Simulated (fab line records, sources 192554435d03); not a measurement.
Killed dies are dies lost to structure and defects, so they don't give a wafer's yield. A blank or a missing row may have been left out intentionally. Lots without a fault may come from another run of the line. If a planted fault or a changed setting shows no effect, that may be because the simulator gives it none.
fab line records || flow n5_finfet || part 2 of 2: steps 8 to 8 of 8
[record] {"lots": 7, "wafers": 21, "last_day": 18}
route steps=1938 shown BEOL_M4@1111 BEOL_M6@1231 BEOL_M7@1265 BEOL_M15@1830 PASSIVATION@1936
lots untouched by any fault: they come from a run of this same line in which no faults occurred
start_h: hours from the record's first day to the start of the lot's first wafer shown || wait_h: hours since the lot's step before || " unchanged from the row above || L1.1+2: a row that stands for several wafers || - no value present, or no start provided || * or withheld: withheld || < > ~ a bound
route shown NAME@n: NAME is a module with steps in the file, n the number in the route of the first one || usual: the fault-free wafers' mean and standard deviation || same: alike in all rows || chamber/n: place in a boat || sites: readings site by site || _std_site: standard deviation of those values || _edge_site: the outer-site mean with the inner-site mean subtracted || radius_mm: for every site, how far away it sits from the centre of the wafer || mask NAME#n: copy n || behind: the last tool/chamber to shape the wafer || hold: cause of the lot's hold/its duration in hours/its outcome || device: which transistor (n, p or np) failed to switch || end of line: the route-end tests of the same wafers || for a step that has no rows: nothing shown but its recipe || killed: the dies lost at the first sort to structure and to defects; this is not the yield of the wafer || map: the dies of a wafer, with x for killed, . for not killed, _ for no die there
set.NAME: the run value of the setting; set.NAME@STEP: its run value at that earlier step || model.NAME: the simulator's own value behind a step, which no gauge read
steps of the route over a sample of lots; a table a step, a row a wafer
services: the hour from which a tool's chamber was out of use, counted from the record's first day as start_h (under 0 if before that day), plus the number of hours and why
[[steps]]
[step N5_PASSIVATION_PROBE_49]
[usual] {"defect_limited_yield": "91.2/1.6", "killed_at_M0_to_M3": "34/11", "killed_at_M4_up": "13/5.2", "killed_at_contacts": "13/6.3", "killed_at_front_end": "40/14", "killed_at_other": "3.2/2.4", "killed_dies": "104/19", "killed_on_rim": "14/4.2", "killed_open": "69/14", "killed_short": "32/7.5", "sort_bin_4_leakage": "0.00/0.04", "sort_bin_5_function": "5.3/1.1", "sort_bin_6_memory": "3.2/0.73", "sort_n_pass": "1076/19", "sort_yield_pct": "91.2/1.6"}
[same] {"gross_dies": 1180, "killed_at_back_side": 0, "sort_bin_8_speed[%]": 0}
{"lot.wafer": "L221.2", "tool": "prober-02", "chamber": "-", "start_h": 277.20, "wait_h": 0.1, "defect_limited_yield[%]": 90.6, "killed_at_M0_to_M3": 10, "killed_at_M4_up": 7, "killed_at_contacts": 19, "killed_at_front_end": 72, "killed_at_other": 3, "killed_dies": 111, "killed_on_rim": 15, "killed_open": 77, "killed_short": 31, "sort_bin_4_leakage[%]": 0, "sort_bin_5_function[%]": 5.4, "sort_bin_6_memory[%]": 3.6, "sort_n_pass": 1069, "sort_yield_pct[%]": 90.6}
{"lot.wafer": "L221.5", "tool": "prober-02", "chamber": "-", "start_h": 277.35, "wait_h": 0.2, "defect_limited_yield[%]": 92.0, "killed_at_M0_to_M3": 23, "killed_at_M4_up": 10, "killed_at_contacts": 11, "killed_at_front_end": 48, "killed_at_other": 2, "killed_dies": 94, "killed_on_rim": 11, "killed_open": 64, "killed_short": 26, "sort_bin_4_leakage[%]": 0.34, "sort_bin_5_function[%]": 3.6, "sort_bin_6_memory[%]": 3.6, "sort_n_pass": 1082, "sort_yield_pct[%]": 91.7}
{"lot.wafer": "L221.6", "tool": "prober-02", "chamber": "-", "start_h": 277.40, "wait_h": 0.3, "defect_limited_yield[%]": 90.5, "killed_at_M0_to_M3": 24, "killed_at_M4_up": 16, "killed_at_contacts": 12, "killed_at_front_end": 59, "killed_at_other": 1, "killed_dies": 112, "killed_on_rim": 11, "killed_open": 74, "killed_short": 37, "sort_bin_4_leakage[%]": 0, "sort_bin_5_function[%]": 6.2, "sort_bin_6_memory[%]": 3.1, "sort_n_pass": 1068, "sort_yield_pct[%]": 90.5}
{"lot.wafer": "L233.1", "tool": "prober-02", "chamber": "-", "start_h": 349.72, "wait_h": 0.0, "defect_limited_yield[%]": 93.0, "killed_at_M0_to_M3": 26, "killed_at_M4_up": 15, "killed_at_contacts": 14, "killed_at_front_end": 25, "killed_at_other": 3, "killed_dies": 83, "killed_on_rim": 10, "killed_open": 58, "killed_short": 23, "sort_bin_4_leakage[%]": 0, "sort_bin_5_function[%]": 3.8, "sort_bin_6_memory[%]": 3.1, "sort_n_pass": 1097, "sort_yield_pct[%]": 93.0}
{"lot.wafer": "L233.2", "tool": "prober-02", "chamber": "-", "start_h": 349.77, "wait_h": 0.1, "defect_limited_yield[%]": 89.9, "killed_at_M0_to_M3": 40, "killed_at_M4_up": 25, "killed_at_contacts": 18, "killed_at_front_end": 31, "killed_at_other": 5, "killed_dies": 119, "killed_on_rim": 12, "killed_open": 79, "killed_short": 37, "sort_bin_4_leakage[%]": 0, "sort_bin_5_function[%]": 5.8, "sort_bin_6_memory[%]": 3.8, "sort_n_pass": 1061, "sort_yield_pct[%]": 89.9}
{"lot.wafer": "L233.3", "tool": "prober-02", "chamber": "-", "start_h": 349.82, "wait_h": 0.1, "defect_limited_yield[%]": 90.8, "killed_at_M0_to_M3": 28, "killed_at_M4_up": 12, "killed_at_contacts": 26, "killed_at_front_end": 30, "killed_at_other": 13, "killed_dies": 109, "killed_on_rim": 15, "killed_open": 82, "killed_short": 26, "sort_bin_4_leakage[%]": 0, "sort_bin_5_function[%]": 5.3, "sort_bin_6_memory[%]": 3.6, "sort_n_pass": 1071, "sort_yield_pct[%]": 90.8}
{"lot.wafer": "L237.3", "tool": "prober-01", "chamber": "-", "start_h": 369.46, "wait_h": 0.1, "defect_limited_yield[%]": 50.8, "killed_at_M0_to_M3": 28, "killed_at_M4_up": 495, "killed_at_contacts": 16, "killed_at_front_end": 39, "killed_at_other": 2, "killed_dies": 580, "killed_on_rim": 16, "killed_open": 62, "killed_short": 37, "sort_bin_4_leakage[%]": 0, "sort_bin_5_function[%]": 5.3, "sort_bin_6_memory[%]": 3.1, "sort_n_pass": 600, "sort_yield_pct[%]": 50.8}
{"lot.wafer": "L237.4", "tool": "prober-01", "chamber": "-", "start_h": 369.51, "wait_h": 0.2, "defect_limited_yield[%]": 53.5, "killed_at_M0_to_M3": 39, "killed_at_M4_up": 472, "killed_at_contacts": 14, "killed_at_front_end": 24, "killed_at_other": 0, "killed_dies": 549, "killed_on_rim": 152, "killed_open": 67, "killed_short": 29, "sort_bin_4_leakage[%]": 0, "sort_bin_5_function[%]": 4.8, "sort_bin_6_memory[%]": 3.1, "sort_n_pass": 631, "sort_yield_pct[%]": 53.5}
{"lot.wafer": "L237.6", "tool": "prober-01", "chamber": "-", "start_h": 369.61, "wait_h": 0.3, "defect_limited_yield[%]": 60.7, "killed_at_M0_to_M3": 38, "killed_at_M4_up": 372, "killed_at_contacts": 17, "killed_at_front_end": 32, "killed_at_other": 5, "killed_dies": 464, "killed_on_rim": 12, "killed_open": 61, "killed_short": 40, "sort_bin_4_leakage[%]": 0, "sort_bin_5_function[%]": 5.2, "sort_bin_6_memory[%]": 3.5, "sort_n_pass": 716, "sort_yield_pct[%]": 60.7}
{"lot.wafer": "L236.2", "tool": "prober-01", "chamber": "-", "start_h": 385.02, "wait_h": 0.1, "defect_limited_yield[%]": 63.6, "killed_at_M0_to_M3": 38, "killed_at_M4_up": 327, "killed_at_contacts": 15, "killed_at_front_end": 49, "killed_at_other": 1, "killed_dies": 430, "killed_on_rim": 152, "killed_open": 80, "killed_short": 38, "sort_bin_4_leakage[%]": 0, "sort_bin_5_function[%]": 5.3, "sort_bin_6_memory[%]": 4.7, "sort_n_pass": 750, "sort_yield_pct[%]": 63.6}
{"lot.wafer": "L236.3", "tool": "prober-01", "chamber": "-", "start_h": 385.07, "wait_h": 0.1, "defect_limited_yield[%]": 65.4, "killed_at_M0_to_M3": 68, "killed_at_M4_up": 277, "killed_at_contacts": 15, "killed_at_front_end": 45, "killed_at_other": 3, "killed_dies": 408, "killed_on_rim": 152, "killed_open": 89, "killed_short": 51, "sort_bin_4_leakage[%]": 0, "sort_bin_5_function[%]": 6.4, "sort_bin_6_memory[%]": 5.2, "sort_n_pass": 772, "sort_yield_pct[%]": 65.4}
{"lot.wafer": "L236.5", "tool": "prober-01", "chamber": "-", "start_h": 385.17, "wait_h": 0.2, "defect_limited_yield[%]": 61.0, "killed_at_M0_to_M3": 52, "killed_at_M4_up": 351, "killed_at_contacts": 8, "killed_at_front_end": 48, "killed_at_other": 1, "killed_dies": 460, "killed_on_rim": 152, "killed_open": 79, "killed_short": 47, "sort_bin_4_leakage[%]": 0, "sort_bin_5_function[%]": 7.4, "sort_bin_6_memory[%]": 3.3, "sort_n_pass": 720, "sort_yield_pct[%]": 61.0}
{"lot.wafer": "L239.1", "tool": "prober-02", "chamber": "-", "start_h": 387.37, "wait_h": 0.0, "defect_limited_yield[%]": 44.1, "killed_at_M0_to_M3": 32, "killed_at_M4_up": 572, "killed_at_contacts": 13, "killed_at_front_end": 41, "killed_at_other": 2, "killed_dies": 660, "killed_on_rim": 9, "killed_open": 69, "killed_short": 24, "sort_bin_4_leakage[%]": 0, "sort_bin_5_function[%]": 4.7, "sort_bin_6_memory[%]": 3.1, "sort_n_pass": 520, "sort_yield_pct[%]": 44.1}
{"lot.wafer": "L239.4", "tool": "prober-02", "chamber": "-", "start_h": 387.52, "wait_h": 0.2, "defect_limited_yield[%]": 61.8, "killed_at_M0_to_M3": 36, "killed_at_M4_up": 360, "killed_at_contacts": 11, "killed_at_front_end": 39, "killed_at_other": 5, "killed_dies": 451, "killed_on_rim": 10, "killed_open": 56, "killed_short": 39, "sort_bin_4_leakage[%]": 0, "sort_bin_5_function[%]": 5.0, "sort_bin_6_memory[%]": 2.9, "sort_n_pass": 729, "sort_yield_pct[%]": 61.8}
{"lot.wafer": "L239.6", "tool": "prober-02", "chamber": "-", "start_h": 387.62, "wait_h": 0.3, "defect_limited_yield[%]": 54.3, "killed_at_M0_to_M3": 51, "killed_at_M4_up": 448, "killed_at_contacts": 5, "killed_at_front_end": 34, "killed_at_other": 1, "killed_dies": 539, "killed_on_rim": 13, "killed_open": 70, "killed_short": 28, "sort_bin_4_leakage[%]": 0, "sort_bin_5_function[%]": 5.8, "sort_bin_6_memory[%]": 2.6, "sort_n_pass": 641, "sort_yield_pct[%]": 54.3}
{"lot.wafer": "L243.2", "tool": "prober-01", "chamber": "-", "start_h": 421.60, "wait_h": 0.1, "defect_limited_yield[%]": 87.5, "killed_at_M0_to_M3": 52, "killed_at_M4_up": 8, "killed_at_contacts": 5, "killed_at_front_end": 80, "killed_at_other": 2, "killed_dies": 147, "killed_on_rim": 13, "killed_open": 99, "killed_short": 46, "sort_bin_4_leakage[%]": 0, "sort_bin_5_function[%]": 8.4, "sort_bin_6_memory[%]": 3.6, "sort_n_pass": 1033, "sort_yield_pct[%]": 87.5}
{"lot.wafer": "L243.4", "tool": "prober-01", "chamber": "-", "start_h": 421.70, "wait_h": 0.2, "defect_limited_yield[%]": 90.8, "killed_at_M0_to_M3": 49, "killed_at_M4_up": 13, "killed_at_contacts": 13, "killed_at_front_end": 32, "killed_at_other": 1, "killed_dies": 108, "killed_on_rim": 17, "killed_open": 70, "killed_short": 37, "sort_bin_4_leakage[%]": 0, "sort_bin_5_function[%]": 5.6, "sort_bin_6_memory[%]": 3.2, "sort_n_pass": 1072, "sort_yield_pct[%]": 90.8}
{"lot.wafer": "L243.5", "tool": "prober-01", "chamber": "-", "start_h": 421.75, "wait_h": 0.2, "defect_limited_yield[%]": 91.5, "killed_at_M0_to_M3": 26, "killed_at_M4_up": 10, "killed_at_contacts": 9, "killed_at_front_end": 50, "killed_at_other": 5, "killed_dies": 100, "killed_on_rim": 11, "killed_open": 71, "killed_short": 28, "sort_bin_4_leakage[%]": 0, "sort_bin_5_function[%]": 5.6, "sort_bin_6_memory[%]": 2.7, "sort_n_pass": 1080, "sort_yield_pct[%]": 91.5}
{"lot.wafer": "L242.2", "tool": "prober-02", "chamber": "-", "start_h": 421.61, "wait_h": 0.1, "defect_limited_yield[%]": 91.9, "killed_at_M0_to_M3": 25, "killed_at_M4_up": 18, "killed_at_contacts": 16, "killed_at_front_end": 34, "killed_at_other": 3, "killed_dies": 96, "killed_on_rim": 16, "killed_open": 69, "killed_short": 24, "sort_bin_4_leakage[%]": 0, "sort_bin_5_function[%]": 4.1, "sort_bin_6_memory[%]": 3.4, "sort_n_pass": 1084, "sort_yield_pct[%]": 91.9}
{"lot.wafer": "L242.3", "tool": "prober-02", "chamber": "-", "start_h": 421.66, "wait_h": 0.1, "defect_limited_yield[%]": 90.9, "killed_at_M0_to_M3": 26, "killed_at_M4_up": 22, "killed_at_contacts": 8, "killed_at_front_end": 51, "killed_at_other": 0, "killed_dies": 107, "killed_on_rim": 17, "killed_open": 73, "killed_short": 31, "sort_bin_4_leakage[%]": 0, "sort_bin_5_function[%]": 5.7, "sort_bin_6_memory[%]": 3.3, "sort_n_pass": 1073, "sort_yield_pct[%]": 90.9}
{"lot.wafer": "L242.5", "tool": "prober-02", "chamber": "-", "start_h": 421.76, "wait_h": 0.2, "defect_limited_yield[%]": 90.5, "killed_at_M0_to_M3": 32, "killed_at_M4_up": 19, "killed_at_contacts": 2, "killed_at_front_end": 59, "killed_at_other": 0, "killed_dies": 112, "killed_on_rim": 15, "killed_open": 69, "killed_short": 40, "sort_bin_4_leakage[%]": 0, "sort_bin_5_function[%]": 5.6, "sort_bin_6_memory[%]": 3.4, "sort_n_pass": 1068, "sort_yield_pct[%]": 90.5}
// killed by level:class
L221.2 STI_FIN_REVEAL:geometric_particle:open=24 FIN_SAQP:geometric_particle:open=16 MOL_CONTACT_COAG:geometric_particle:open=16 GATE_CUT:geometric_particle:short=9 STI_FIN_REVEAL:geometric_particle:short=5 BEOL_M4:geometric_particle:open=5 FIN_SAQP:geometric_particle:short=3 MOL_CONTACT_COAG:geometric_particle:short=3
L221.5 STI_FIN_REVEAL:geometric_particle:open=17 MOL_CONTACT_COAG:geometric_particle:open=9 DUMMY_GATE:geometric_particle:open=7 GATE_CUT:geometric_particle:short=7 BEOL_M2:geometric_particle:open=6 BEOL_M0_SAQP:geometric_particle:open=6 FIN_SAQP:geometric_particle:open=4 FIN_SAQP:geometric_particle:short=3
L221.6 STI_FIN_REVEAL:geometric_particle:open=17 MOL_CONTACT_COAG:geometric_particle:open=11 FIN_SAQP:geometric_particle:short=10 BEOL_M4:geometric_particle:open=10 GATE_CUT:geometric_particle:short=8 BEOL_M0_SAQP:geometric_particle:open=8 FIN_SAQP:geometric_particle:open=6 BEOL_M0_SAQP:geometric_particle:short=6
L233.1 MOL_CONTACT_COAG:geometric_particle:open=11 BEOL_M4:geometric_particle:open=9 BEOL_M2:geometric_particle:open=8 BEOL_M3:geometric_particle:open=7 FIN_SAQP:geometric_particle:open=5 STARTING-WAFER:geometric_particle:short=4 STARTING-WAFER:geometric_particle:open=4 FIN_SAQP:geometric_particle:short=3
L233.2 BEOL_M4:geometric_particle:open=14 MOL_CONTACT_COAG:geometric_particle:open=13 BEOL_M2:geometric_particle:open=11 BEOL_M0:geometric_particle:open=6 GATE_CUT:geometric_particle:open=5 MOL_CONTACT_COAG:geometric_particle:short=5 BEOL_M0_SAQP:geometric_particle:open=5 BEOL_M1:geometric_particle:open=5
L233.3 MOL_CONTACT_COAG:geometric_particle:open=23 FIN_SAQP:geometric_particle:open=9 BEOL_M4:geometric_particle:open=8 BEOL_M1:geometric_particle:open=6 BEOL_M0_SAQP:geometric_particle:open=6 BEOL_M3:geometric_particle:open=6 PASS1_CAP:geometric_particle:short=6 FIN_SAQP:geometric_particle:short=4
L237.3 BEOL_M6:area_cmp=479 MOL_CONTACT_COAG:geometric_particle:open=12 BEOL_M4:geometric_particle:open=8 FIN_SAQP:geometric_particle:short=7 GATE_CUT:geometric_particle:short=7 DUMMY_GATE:geometric_particle:open=6 BEOL_M1:geometric_particle:open=6 BEOL_M5:geometric_particle:open=6
L237.4 BEOL_M6:area_cmp=449 BEOL_M2:geometric_particle:open=12 BEOL_M4:geometric_particle:open=11 MOL_CONTACT_COAG:geometric_particle:short=8 BEOL_M3:geometric_particle:open=8 FIN_SAQP:geometric_particle:open=6 MOL_CONTACT_COAG:geometric_particle:open=5 BEOL_M0_SAQP:geometric_particle:open=5
L237.6 BEOL_M6:area_cmp=357 MOL_CONTACT_COAG:geometric_particle:open=10 STI_FIN_REVEAL:geometric_particle:open=10 BEOL_M0_SAQP:geometric_particle:open=9 BEOL_M0_SAQP:geometric_particle:short=9 BEOL_M2:geometric_particle:short=8 MOL_CONTACT_COAG:geometric_particle:short=6 BEOL_M2:geometric_particle:open=6
L236.2 BEOL_M6:area_cmp=311 BEOL_M0_SAQP:geometric_particle:open=15 FIN_SAQP:geometric_particle:open=14 MOL_CONTACT_COAG:geometric_particle:open=10 GATE_CUT:geometric_particle:short=9 BEOL_M0_SAQP:geometric_particle:short=9 BEOL_M4:geometric_particle:open=9 DUMMY_GATE:geometric_particle:open=8
L236.3 BEOL_M6:area_cmp=268 BEOL_M0_SAQP:geometric_particle:short=16 BEOL_M2:geometric_particle:open=14 FIN_SAQP:geometric_particle:open=13 BEOL_M0_SAQP:geometric_particle:open=12 BEOL_M1:geometric_particle:open=11 BEOL_M3:geometric_particle:open=11 FIN_SAQP:geometric_particle:short=9
L236.5 BEOL_M6:area_cmp=331 FIN_SAQP:geometric_particle:open=14 BEOL_M3:geometric_particle:open=12 BEOL_M0_SAQP:geometric_particle:open=11 FIN_SAQP:geometric_particle:short=10 BEOL_M4:geometric_particle:open=9 BEOL_M0_SAQP:geometric_particle:short=8 MOL_CONTACT_COAG:geometric_particle:short=6
L239.1 BEOL_M6:area_cmp=565 BEOL_M0_SAQP:geometric_particle:open=12 MOL_CONTACT_COAG:geometric_particle:open=11 FIN_SAQP:geometric_particle:short=7 STI_FIN_REVEAL:geometric_particle:open=7 BEOL_M1:geometric_particle:open=7 BEOL_M2:geometric_particle:open=6 FIN_SAQP:geometric_particle:open=5
L239.4 BEOL_M6:area_cmp=352 BEOL_M0_SAQP:geometric_particle:short=12 MOL_CONTACT_COAG:geometric_particle:open=10 BEOL_M0_SAQP:geometric_particle:open=9 FIN_SAQP:geometric_particle:short=8 DUMMY_GATE:geometric_particle:open=6 GATE_CUT:geometric_particle:short=6 STI_FIN_REVEAL:geometric_particle:open=4
L239.6 BEOL_M6:area_cmp=438 BEOL_M0_SAQP:geometric_particle:open=12 BEOL_M3:geometric_particle:open=11 BEOL_M0_SAQP:geometric_particle:short=10 BEOL_M1:geometric_particle:open=9 STARTING-WAFER:geometric_particle:open=6 FIN_SAQP:geometric_particle:open=5 FIN_SAQP:geometric_particle:short=5
L243.2 FIN_SAQP:geometric_particle:open=36 BEOL_M0_SAQP:geometric_particle:short=17 BEOL_M0_SAQP:geometric_particle:open=16 STI_FIN_REVEAL:geometric_particle:open=14 FIN_SAQP:geometric_particle:short=13 BEOL_M1:geometric_particle:open=13 GATE_CUT:geometric_particle:short=4 MOL_CONTACT_COAG:geometric_particle:open=4
L242.2 MOL_CONTACT_COAG:geometric_particle:open=14 STI_FIN_REVEAL:geometric_particle:open=12 BEOL_M4:geometric_particle:open=7 BEOL_M0_SAQP:geometric_particle:short=6 FIN_SAQP:geometric_particle:open=5 BEOL_M0_SAQP:geometric_particle:open=5 GATE_CUT:geometric_particle:open=4 BEOL_M0:geometric_particle:open=4
L242.3 FIN_SAQP:geometric_particle:open=23 BEOL_M4:geometric_particle:open=9 STI_FIN_REVEAL:geometric_particle:open=6 MOL_CONTACT_COAG:geometric_particle:open=6 BEOL_M0_SAQP:geometric_particle:short=5 BEOL_M0_SAQP:geometric_particle:open=5 BEOL_M1:geometric_particle:open=4 BEOL_M4:geometric_particle:short=4
L243.4 BEOL_M0_SAQP:geometric_particle:open=13 BEOL_M0_SAQP:geometric_particle:short=12 FIN_SAQP:geometric_particle:open=10 MOL_CONTACT_COAG:geometric_particle:open=10 BEOL_M1:geometric_particle:open=7 BEOL_M4:geometric_particle:open=6 FIN_SAQP:geometric_particle:short=5 BEOL_M0:geometric_particle:open=5
L243.5 FIN_SAQP:geometric_particle:short=13 FIN_SAQP:geometric_particle:open=12 STI_FIN_REVEAL:geometric_particle:open=10 BEOL_M0_SAQP:geometric_particle:open=8 MOL_CONTACT_COAG:geometric_particle:open=8 BEOL_M4:geometric_particle:open=5 BEOL_M0_SAQP:geometric_particle:short=4 BEOL_M0:geometric_particle:open=4
L242.5 FIN_SAQP:geometric_particle:open=15 STI_FIN_REVEAL:geometric_particle:open=14 FIN_SAQP:geometric_particle:short=11 BEOL_M0_SAQP:geometric_particle:open=9 BEOL_M4:geometric_particle:open=9 BEOL_M0_SAQP:geometric_particle:short=4 GATE_CUT:geometric_particle:open=4 GATE_CUT:geometric_particle:short=4
[[services]]
{"tool": "rie_diel-05", "chamber": "-", "start_h": 171.64, "hours": 2.2, "kind": "repair"}
{"tool": "cmp-02", "chamber": "-", "start_h": 171.99, "hours": 2.0, "kind": "repair"}
{"tool": "rie_diel-02", "chamber": 3, "start_h": 173.21, "hours": 5.4, "kind": "repair"}
{"tool": "rie_diel-04", "chamber": 1, "start_h": 175.48, "hours": 62.1, "kind": "repair"}
{"tool": "cmp-01", "chamber": "-", "start_h": 183.00, "hours": 2.6, "kind": "repair"}
{"tool": "cmp-03", "chamber": "-", "start_h": 192.55, "hours": 7.1, "kind": "pm"}
{"tool": "rie_diel-05", "chamber": 3, "start_h": 201.47, "hours": 13.7, "kind": "repair"}
{"tool": "cmp-03", "chamber": "-", "start_h": 209.25, "hours": 4.0, "kind": "pm"}
{"tool": "rie_diel-05", "chamber": 2, "start_h": 219.41, "hours": 2.6, "kind": "repair"}
{"tool": "cmp-03", "chamber": "-", "start_h": 230.23, "hours": 0.5, "kind": "repair"}
{"tool": "rie_diel-02", "chamber": 3, "start_h": 230.91, "hours": 5.1, "kind": "repair"}
{"tool": "rie_diel-04", "chamber": 2, "start_h": 237.62, "hours": "-", "kind": "clean"}
{"tool": "rie_diel-04", "chamber": 2, "start_h": 237.62, "hours": "-", "kind": "consumable_replace:focus_ring"}
{"tool": "rie_diel-04", "chamber": 2, "start_h": 237.62, "hours": 14.2, "kind": "scheduled_down"}
{"tool": "cmp-01", "chamber": "-", "start_h": 249.27, "hours": 0.4, "kind": "repair"}
{"tool": "cmp-01", "chamber": "-", "start_h": 267.77, "hours": 4.0, "kind": "pm"}
{"tool": "cmp-02", "chamber": "-", "start_h": 271.79, "hours": 4.5, "kind": "repair"}
{"tool": "cmp-03", "chamber": "-", "start_h": 273.50, "hours": 26.7, "kind": "repair"}
{"tool": "rie_diel-05", "chamber": "-", "start_h": 291.28, "hours": 14.6, "kind": "pm"}
{"tool": "cmp-03", "chamber": "-", "start_h": 302.15, "hours": 15.6, "kind": "pm"}
{"tool": "rie_diel-04", "chamber": 3, "start_h": 317.19, "hours": 18.4, "kind": "repair"}
{"tool": "cmp-01", "chamber": "-", "start_h": 324.78, "hours": 0.4, "kind": "repair"}
{"tool": "cmp-03", "chamber": "-", "start_h": 326.82, "hours": 6.2, "kind": "pm"}
{"tool": "rie_diel-02", "chamber": 2, "start_h": 328.01, "hours": 2.4, "kind": "repair"}
[[key]]
[first_sign] {"step": "N5_BEOL_M6_ANNEAL_51", "reading": "tool_record", "direction": "missing"}
[effect] {"step": "N5_BEOL_M6_CMP_52", "reading": "barrier_field_endpoint_s", "direction": "up", "sigmas": 6.6, "usual": 28.8, "struck": 34.6}
[effect] {"step": "N5_BEOL_M15_RC_MEAS_101", "reading": "COMB_M6", "direction": "up", "sigmas": "99+", "usual": 2.5e-11, "struck": "~0.00047619", "wafers_moved": 3}
[effect] {"step": "N5_PASSIVATION_PROBE_49", "reading": "killed_at_M4_up", "direction": "up", "sigmas": 77, "usual": 13, "struck": 408}
[more_kills_born_at] {"N5_BEOL_M6_CMP_52@cmp-03": 1355, "N5_BEOL_M6_CMP_52@cmp-02": 1285, "N5_BEOL_M6_CMP_52@cmp-01": 910}
met_at N5_BEOL_M6_ANNEAL_51
struck_lots L236,L237,L239
not_acting_at N5_BEOL_M6_ETCH_72,N5_BEOL_M6_OCD_MEAS_38,N5_BEOL_M7_THK_MEAS_01
onset_between 269.07 290.29
[fault] {"kind": "skipped_step_whole", "tool": "rtp_anneal-01,rtp_anneal-02", "chamber": "-", "onset_h": 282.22, "steps": "N5_BEOL_M6_ANNEAL_51", "scope": "struck_lots_only"}
